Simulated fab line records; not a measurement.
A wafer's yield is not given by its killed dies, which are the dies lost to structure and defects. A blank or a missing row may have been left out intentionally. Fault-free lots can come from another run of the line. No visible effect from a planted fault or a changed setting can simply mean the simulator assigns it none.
Struck lot and sound lot, side by side -- flow n5 finfet -- 15 steps out of a route of 1938
Sound: the wafers L213.4, L213.5, L213.6. Struck: wafer L221.1 (left out: L221.2, L221.3 of the same lot, which were not struck); the cause appears at the end.
Each step with rows lists, per side, the tool, then ch with its chambers, then its first start. Under that, the readings that differ: sound wafers -- struck wafers -- difference of the means -- sigmas: that difference in standard deviations of wafers without a fault.
alike: same words and numbers on both sides, and readings whose means sit less than 2 such deviations apart. not compared: any withheld reading, any reading some wafer has no value for, any bound like >300 that may hide the same value, and any number with overlapping values for which the record gives no deviation.
Wherever a step has rows on one side only, a row that says differs or no value, or a row with sigmas, the two part there. When numbers do not overlap yet have no deviation, they are printed without sigmas and do not part them. A reading missing from all wafers of one side parts the sides only when that side holds two or more wafers.

first, 7 steps without rows for these wafers: N5_BEOL_M12_COAT_22 (resist thk 300 nm); N5_BEOL_M12_EBR_24; N5_BEOL_M12_SOFTBAKE_23 (time 60 s); N5_BEOL_M12_EXPOSE_25 (exposes mask M12); N5_BEOL_M12_PEB_26 (peb time 90 s); N5_BEOL_M12_DEVELOP_27 (develop time 45 s); N5_BEOL_M12_HARDBAKE_32 (time 120 s).
N5_BEOL_M12_CD_MEAS_28 targets a cd of 160.2 nm.
  sound on cd sem-03 ch 0, day 14 14:14; struck on cd sem-03 ch 0, day 15 21:38
  alike: cd nm
N5_BEOL_M12_OVL_MEAS_29:
  sound on overlay-01 ch 0, day 14 14:16; struck on overlay-02 ch 0, day 15 21:40
  alike: M12_OVL
N5_BEOL_M12_INSPECT_30: inspects for defects (macro).
  sound on defect inspect-02 at day 14 14:17; struck on defect inspect-01 at day 15 21:41
  alike: raw defect count
N5_BEOL_M12_DESCUM_33: chemistry O2, time 7.9 s.
  sound on rie diel-02 ch 0,2,3, day 14 14:19; struck on rie diel-04 ch 3, day 15 21:44
  alike: drypump motor current A, oes product au, rf vpp V, showerhead plenum p Torr, throttle valve pct
  not compared: rf hours counter h
N5_BEOL_M12_ETCH_67: etches SiARC in CF4, target depth 143 nm, time 238.3 s.
  sound on rie diel-02 ch 0,2,3, day 14 14:21; struck on rie diel-04 ch 3, day 15 21:46
  alike: drypump motor current A, etch rf on time s, oes product au, rf vpp V, showerhead plenum p Torr, throttle valve pct
  not compared: rf hours counter h
N5_BEOL_M12_ETCH_68: etches SOC in N2/H2, time 285 s.
  sound on rie diel-02 ch 0,2,3, day 14 14:29; struck on rie diel-04 ch 3, day 15 21:55
reading,sound,struck,difference,sigmas
oes product au (a.u.),0.72 0.83 0.76,1.04,+0.27,+3
model.SiARC_of_BEOL_M12_COAT_66.thk nm (nm),85.8 85.8 86.4,75.4,-10.6,
  alike: drypump motor current A, rf vpp V, showerhead plenum p Torr, throttle valve pct
  not compared: rf hours counter h
then, 1 step without rows for these wafers: N5_BEOL_M12_STRIP_69 (strips in N2/H2).
N5_PASSIVATION_PROBE_49:
  record: rows for the struck wafers here (prober-02, day 17 14:37), none for the sound ones

## WHERE THEY PART
At N5_BEOL_M12_ETCH_68 first; at N5_PASSIVATION_PROBE_49 last (within this record only).

WHY: what had been put in by the simulator
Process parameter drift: rie diel-04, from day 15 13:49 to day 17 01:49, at N5_BEOL_M12_ETCH_68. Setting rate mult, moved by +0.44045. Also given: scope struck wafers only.
